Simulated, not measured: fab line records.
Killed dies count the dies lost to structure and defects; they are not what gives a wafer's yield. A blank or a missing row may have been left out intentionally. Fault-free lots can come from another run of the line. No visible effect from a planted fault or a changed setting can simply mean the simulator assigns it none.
Matching of chambers / flow n5 finfet / N5_BEOL_M2_ILD_DEP_00 on pecvd-01 has 3 sister chambers
The step deposits SiOC from DEMS/O2, target thk 79 nm, time 15.3 s. 6 wafers are shown with their chamber, then 9 later ones without.

## EACH WAFER AND ITS CHAMBER
wafer=L090.2; chamber=1; showerhead vpp V (V)=1351; throttle valve pct (%)=11.8
wafer=L090.3; chamber=2; showerhead vpp V (V)=1322; throttle valve pct (%)=11.5
wafer=L090.5; chamber=1; showerhead vpp V (V)=1347; throttle valve pct (%)=11.5
wafer=L093.2; chamber=0; showerhead vpp V (V)=1255; throttle valve pct (%)=12.0
wafer=L093.3; chamber=2; showerhead vpp V (V)=1291; throttle valve pct (%)=11.5
wafer=L093.6; chamber=0; showerhead vpp V (V)=1252; throttle valve pct (%)=11.7

## WAFERS WITHOUT THEIR CHAMBER
wafer=L094.2; showerhead vpp V (V)=1318; throttle valve pct (%)=11.5
wafer=L094.3; showerhead vpp V (V)=1270; throttle valve pct (%)=11.9
wafer=L094.5; showerhead vpp V (V)=1256; throttle valve pct (%)=11.7
wafer=L095.2; showerhead vpp V (V)=1269; throttle valve pct (%)=11.8
wafer=L095.4; showerhead vpp V (V)=1366; throttle valve pct (%)=11.4
wafer=L095.5; showerhead vpp V (V)=1263; throttle valve pct (%)=11.7
wafer=L097.3; showerhead vpp V (V)=1337; throttle valve pct (%)=11.5
wafer=L097.4; showerhead vpp V (V)=1266; throttle valve pct (%)=11.9
wafer=L097.6; showerhead vpp V (V)=1349; throttle valve pct (%)=11.8

## THE CHAMBER EACH PASSED THROUGH
wafer=L094.2; from the rows above=can't be placed: 2 or 1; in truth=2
wafer=L094.3; from the rows above=0; in truth=0
wafer=L094.5; from the rows above=0; in truth=0
wafer=L095.2; from the rows above=0; in truth=0
wafer=L095.4; from the rows above=1; in truth=1
wafer=L095.5; from the rows above=0; in truth=0
wafer=L097.3; from the rows above=can't be placed: 1 or 2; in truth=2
wafer=L097.4; from the rows above=0; in truth=0
wafer=L097.6; from the rows above=1; in truth=1
7 of 9 placed correctly. Can't be placed from these rows: 2 (the true chamber is among the candidates in 2). Placed wrongly: 0.
How it was worked out, from the rows above alone: a wafer's distance from a chamber is the root of the sum, over the readings, of the square of ((its reading less the chamber's mean) divided by the reading's scatter). The wafer belongs to the nearest chamber; if the next one is less than 2 further off, it can't be placed. A chamber's mean is the mean of its shown wafers. The scatter: take each reading less its chamber's mean, square it, sum over the shown wafers, divide by the number of wafers less the number of chambers, and take the root.
